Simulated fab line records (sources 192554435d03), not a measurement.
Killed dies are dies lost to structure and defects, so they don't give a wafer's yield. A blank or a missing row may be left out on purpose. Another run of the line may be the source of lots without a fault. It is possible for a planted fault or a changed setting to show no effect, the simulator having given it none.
The same fault as seen by 2 desks / flow n5_finfet / what lay behind the numbers comes last; until then each desk has only its own

== TOOL OWNER'S DESK, rie_diel-04 ==
The tool's own readings at N5_BEOL_M4_ETCH_69 (etches SiARC in CF4, target depth 15.6 nm, time 26 s): means of the sampled wafers that have a number, for each lot that ran on this tool. If a lot's mean is further than 4 standard deviations from the usual mean, the lot is out of limits and carries the mark OUT (the distance appears in the brackets).
Columns: A = bias_w at N5_BEOL_M4_ETCH_69, usual 35.99 W; B = drypump_motor_current_A at N5_BEOL_M4_ETCH_69, usual 5.8 A; C = etch_rf_on_time_s at N5_BEOL_M4_ETCH_69, usual 26.1 s; D = oes_product_au at N5_BEOL_M4_ETCH_69, usual 0.68 a.u.; E = rf_vpp_V at N5_BEOL_M4_ETCH_69, usual 184.2 V; F = showerhead_plenum_p_Torr at N5_BEOL_M4_ETCH_69, usual 2.15 Torr; G = throttle_valve_pct at N5_BEOL_M4_ETCH_69, usual 15.68 %
lot=L213; first seen here=day 9 11:28; A=35.96; B=5.5; C=25.7; D=0.72; E=184.3; F=2.17; G=15.63
lot=L218; first seen here=day 10 14:58; A=35.98; B=6.0; C=25.9; D=0.78; E=184.0; F=2.16; G=15.40
lot=L221; first seen here=day 12 22:22; A=36.09; B=5.8; C=33.4 (+21) OUT; D=0.68; E=183.9; F=2.13; G=15.46
lot=L223; first seen here=day 13 00:34; A=35.91; B=6.2; C=32.9 (+20) OUT; D=0.68; E=183.9; F=2.14; G=15.39
lot=L226; first seen here=day 13 12:50; A=36.01; B=5.8; C=31.1 (+15) OUT; D=0.64; E=183.3; F=2.13; G=15.64
Finding of this desk: L221, L223, L226 out of limits; the first was L221 at day 12 22:22, on etch_rf_on_time_s at N5_BEOL_M4_ETCH_69. In limits: L213, L218.

== AT THE METROLOGY DESK ==
Lot by lot, what the gauges showed, no matter which tool ran the lot: averages of those sampled wafers that carry a number. If a lot's mean is further than 4 standard deviations from the usual mean, the lot is out of limits and carries the mark OUT (the distance appears in the brackets). It has 11 readings; the 7 that lie furthest out on some lot are the ones shown.
Columns: A = cd_nm at N5_BEOL_M4_CD_MEAS_28, usual 26.19 nm; B = DIBL_N at N5_BEOL_M4_RC_MEAS_101, usual 36.6 mV/V; C = DIBL_P at N5_BEOL_M4_RC_MEAS_101, usual 36.4 mV/V; D = IOFF_P at N5_BEOL_M4_RC_MEAS_101, usual 0.219 nA/um; E = ION_P at N5_BEOL_M4_RC_MEAS_101, usual 464 uA/um; F = SS_N at N5_BEOL_M4_RC_MEAS_101, usual 71.5 mV/dec; G = VT_P at N5_BEOL_M4_RC_MEAS_101, usual -249 mV
lot=L213; first seen here=day 9 11:18; A=26.31; B=38.4; C=37.4; D=0.228; E=465; F=72.3; G=-247
lot=L214; first seen here=day 10 05:17; A=26.37; B=36.1; C=36.4; D=0.180; E=457; F=71.3; G=-254
lot=L218; first seen here=day 10 14:39; A=26.60; B=34.5; C=35.5; D=0.232; E=469; F=71.2; G=-245
lot=L222; first seen here=day 12 12:15; A=26.00; B=37.8; C=36.9; D=0.256; E=464; F=72.5; G=-245
lot=L219; first seen here=day 12 19:44; A=26.19; B=36.1; C=35.3; D=0.212; E=463; F=71.3; G=-249
lot=L221; first seen here=day 12 22:11; A=25.88; B=36.0; C=36.7; D=0.225; E=460; F=70.8; G=-246
lot=L223; first seen here=day 13 00:23; A=26.27; B=37.0; C=36.2; D=0.177; E=452; F=72.3; G=-254
lot=L226; first seen here=day 13 12:40; A=26.11; B=37.1; C=37.5; D=0.226; E=461; F=71.4; G=-250
lot=L228; first seen here=day 14 13:18; A=26.18; B=37.2; C=38.6; D=0.234; E=465; F=72.1; G=-249
This desk found nothing out of limits on any of the 9 lots.

== BROUGHT TOGETHER ==
The tool owner's desk had the chance to raise an alarm at day 12 22:22 on L221, L223, L226.
At the metrology desk, nothing out of limits was observed.
The metrology desk has L221, L223, L226 on record, within its limits.
Every lot named ran N5_BEOL_M4_ETCH_69 on rie_diel-04.

== WHAT THE SIMULATOR HAD INSERTED ==
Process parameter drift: rie_diel-04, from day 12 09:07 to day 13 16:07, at N5_BEOL_M4_ETCH_69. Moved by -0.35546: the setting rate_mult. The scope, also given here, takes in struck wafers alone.
Shown lots that were struck: L221, L223, L226.
How many hours passed from the start of the fault until each desk's first out-of-limits reading: the tool owner's desk, 13.
